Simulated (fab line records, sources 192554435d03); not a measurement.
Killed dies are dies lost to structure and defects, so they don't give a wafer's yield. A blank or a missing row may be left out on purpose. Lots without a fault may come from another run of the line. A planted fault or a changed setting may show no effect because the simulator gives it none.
Split-lot experiment | flow n5_finfet | 7 lots, 21 wafers read, on a route of 1938 steps

THE SPLIT
At N5_BEOL_M13_ETCH_67 (etches SiARC in CF4, target depth 143 nm, time 238.3 s), the setting bias_w was moved away from the recipe's 36 W on 5 of the 21 wafers read, by +10.0% to +16.5%. The other wafers ran this setting at the recipe's value.

The reading is taken at the split's own step.

THE READING
rf_vpp_V, in V, at N5_BEOL_M13_ETCH_67 (etches SiARC in CF4, target depth 143 nm, time 238.3 s). Fault-free wafers of this fab line usually give 183.9 V, standard deviation 1.4 V.

wafer  | tool, chamber at the split | bias_w as run, W | against the recipe | rf_vpp_V, V | against lot-mates on the recipe
L074.2 | rie_diel-03, 1             | 36               | recipe             | 182.3       | -
L074.3 | rie_diel-03, 2             | 39.61            | +10.0%             | 198.0       | +15.7
L074.5 | rie_diel-03, 3             | 39.61            | +10.0%             | 195.0       | +12.7
L075.3 | rie_diel-03, 1             | 36               | recipe             | 183.3       | -
L075.4 | rie_diel-03, 2             | 36               | recipe             | 185.6       | -
L075.5 | rie_diel-03, 3             | 36               | recipe             | 184.9       | -
L078.1 | rie_diel-01, 2             | 36               | recipe             | 184.4       | -
L078.3 | rie_diel-01, 3             | 36               | recipe             | 184.4       | -
L078.4 | rie_diel-01, 0             | 36               | recipe             | 183.3       | -
L080.1 | rie_diel-06, 3             | 36               | recipe             | 180.1       | -
L080.4 | rie_diel-06, 0             | 36               | recipe             | 182.7       | -
L080.6 | rie_diel-06, 3             | 41.95            | +16.5%             | 200.8       | +19.4
L086.3 | rie_diel-06, 0             | 36               | recipe             | 183.2       | -
L086.5 | rie_diel-06, 0             | 41.64            | +15.7%             | 201.5       | +18.3
L086.6 | rie_diel-06, 1             | 41.64            | +15.7%             | 203.2       | +20.0
L091.1 | rie_diel-06, 3             | 36               | recipe             | 181.7       | -
L091.2 | rie_diel-06, 0             | 36               | recipe             | 181.9       | -
L091.4 | rie_diel-06, 2             | 36               | recipe             | 183.1       | -
L097.1 | rie_diel-06, 1             | 36               | recipe             | 185.2       | -
L097.3 | rie_diel-06, 3             | 36               | recipe             | 180.9       | -
L097.5 | rie_diel-06, 1             | 36               | recipe             | 185.6       | -

THE FIT
A straight line over all 21 wafers: rf_vpp_V changes by +1.19 V for each +1% of bias_w; r = +0.97; the points scatter about the line by 1.7 V.
The same after taking each lot's own level away (the mean of its wafers on the recipe; 21 wafers): +1.24 V for each +1%; r = +0.99; scatter 1.4 V.
On that fit, the largest move of bias_w shifts the reading by 21 V.
The lots' own levels span 181.40 to 184.60 V, that is 2.3 times the standard deviation above.
So the lot-to-lot level changes the slope little: the two slopes agree.
Check: with one of the wafers moved furthest among these (+16.5%) left out of the fit, the line predicts +21.1 V for it against its lot-mates. It came out at +19.4 V against them.
Tool readings at the split's step, against how far the setting was moved: rf_vpp_V r = +0.97.

OTHER SPLITS ON THESE WAFERS
These wafers also went through other splits before the reading. Each is held against what the fit with the lots' levels taken away leaves over:
other split on the same wafers | wafers away from the commonest value | r with rf_vpp_V (lot level and that fit taken away)
N5_BEOL_M11_ETCH_62 bias_w     | 9                                    | +0.02
N5_BEOL_M11_COAT_22 spin_rpm   | 8                                    | +0.36

THE FILE'S OWN FIT
rf_vpp_V changes by +1.23 V for each +1% of bias_w, r = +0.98.
